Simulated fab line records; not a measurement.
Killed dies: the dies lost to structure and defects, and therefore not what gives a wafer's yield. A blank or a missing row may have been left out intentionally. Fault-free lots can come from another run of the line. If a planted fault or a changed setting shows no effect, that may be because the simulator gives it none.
Which of the tools did it? + flow nand-harc + 6 lots with 17 wafers sampled at 5 steps, on a route of 1302 steps

== WHAT THE GAUGES SHOWED, per wafer ==
NHARC_END_SORT_01.
| lot  | measured     | on        | killed-at-array |
|------|--------------|-----------|-----------------|
| L655 | day 30 18:04 | prober-01 | 667 24          |

== EACH LOT AND THE TOOL THAT RAN IT (in order: tool; ch and the chambers of the sampled wafers; start) ==
| lot  | NHARC_A_STAIRCASE_ETCH_25                     | NHARC_A_STAIRCASE_TRIM_26                     | NHARC_A_STAIRCASE_ETCH_188         | NHARC_A_STAIRCASE_TRIM_196         |
|------|-----------------------------------------------|-----------------------------------------------|------------------------------------|------------------------------------|
| L641 | rie-diel-03 ch 0,2, day 16 04:43 or earlier   | rie-diel-03 ch 1,2,3, day 16 04:43 or earlier | rie-diel-03 ch 0,2, day 16 04:43   | rie-diel-03 ch 0,2,3, day 16 05:35 |
| L643 | rie-diel-13 ch 1,2,3, day 18 00:34 or earlier | rie-diel-13 ch 1,2,3, day 18 00:34 or earlier | rie-diel-13 ch 1,2,3, day 18 00:34 | rie-diel-13 ch 1,2,3, day 18 01:40 |
| L647 | rie-diel-13 ch 1,2,3, day 18 16:31 or earlier | rie-diel-13 ch 1,2, day 18 16:31 or earlier   | rie-diel-03 ch 2,3, day 18 16:31   | rie-diel-03 ch 0,3, day 18 17:23   |
| L655 | rie-diel-03 ch 0,3, day 22 02:47 or earlier   | rie-diel-03 ch 1,3, day 22 02:47 or earlier   | rie-diel-03 ch 1,2, day 22 02:47   | rie-diel-03 ch 1,2, day 22 03:40   |
| L662 | rie-diel-13 ch 2,3, day 25 07:35 or earlier   | rie-diel-13 ch 0,1,3, day 25 07:35 or earlier | rie-diel-13 ch 0,1,2, day 25 07:35 | rie-diel-13 ch 2,3, day 25 08:27   |
| L663 | rie-diel-13 ch 0,2, day 25 21:25 or earlier   | rie-diel-13 ch 0,2,3, day 25 21:25 or earlier | rie-diel-13 ch 0,2, day 25 21:25   | rie-diel-01 ch 0,2,3, day 25 22:18 |
- NHARC_A_STAIRCASE_ETCH_25: etches the open film in C4F8/O2, target depth 100 nm, time 40.5 s.
- NHARC_A_STAIRCASE_TRIM_26: chemistry O2, time 211.2 s.
- NHARC_A_STAIRCASE_ETCH_188: etches the open film in C4F8/O2, target depth 100 nm, time 40.5 s.
- NHARC_A_STAIRCASE_TRIM_196: chemistry O2, time 211.2 s.

== THE ANSWER, worked out from the rows above alone ==
Rule: usual is defined by the lots themselves. The widest of any qualifying gaps counts: lots, ordered by their means at a reading, are off when they make up no more than a third of the lots, leave a main group of 4 or more, and stand apart from it by 3 or more times the standard deviation of that group's means. A main group whose means are all the same, to the digits that the tables above print for the reading, isn't used. Also off: a lot with no number at a reading for which 4 or more lots have one. Where the step has rows for the other lots, those lots are counted as sound.
None of the lots is off at any reading shown; this tells nothing.

== WHAT HAD BEEN PUT IN BY THE SIMULATOR ==
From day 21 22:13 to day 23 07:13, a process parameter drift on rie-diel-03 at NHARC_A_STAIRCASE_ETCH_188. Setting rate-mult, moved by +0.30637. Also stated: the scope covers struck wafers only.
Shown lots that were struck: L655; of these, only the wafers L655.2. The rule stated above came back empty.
